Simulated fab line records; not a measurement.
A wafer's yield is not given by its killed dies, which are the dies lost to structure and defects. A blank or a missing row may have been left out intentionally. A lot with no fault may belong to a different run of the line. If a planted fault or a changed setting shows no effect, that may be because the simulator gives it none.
Chamber matching    flow nand harc    NHARC_A_STAIRCASE_DESCUM_168 on rie diel-02 has 4 sister chambers
The step chemistry O2, time 3 s. 4 wafers are shown with their chamber, then 10 later ones without.

WAFERS, EACH WITH ITS CHAMBER
wafer   chamber  showerhead plenum p Torr (Torr)
L086.6  3        1.89
L087.2  0        1.95
L088.2  1        1.83
L088.3  2        1.79

WAFERS WITH NO CHAMBER GIVEN
wafer   showerhead plenum p Torr (Torr)
L088.4  1.89
L089.3  1.89
L089.4  1.83
L089.6  1.94
L093.2  1.94
L093.4  1.78
L093.5  1.83
L097.1  1.94
L097.2  1.83
L097.5  1.83

EACH ONE'S CHAMBER
wafer   from the rows above  in truth
L088.4  3                    3
L089.3  3                    3
L089.4  1                    1
L089.6  0                    0
L093.2  0                    0
L093.4  2                    2
L093.5  1                    1
L097.1  0                    0
L097.2  1                    1
L097.5  1                    1
10 of 10 placed correctly. Number that these rows cannot place: 0. Number placed wrongly: 0.
How it was worked out, from the rows above alone: a wafer's distance from a chamber is the root of the sum, over the readings, of the square of ((its reading less the chamber's mean) divided by the reading's scatter). If the next closest chamber is less than 2 further off than the closest, the wafer can't be placed; otherwise it belongs to the closest. For every chamber, the mean is computed from those of its wafers that are shown. The scatter: with one shown wafer a chamber, the root of the mean of the squares of how far each hidden wafer lies from its nearest shown one.
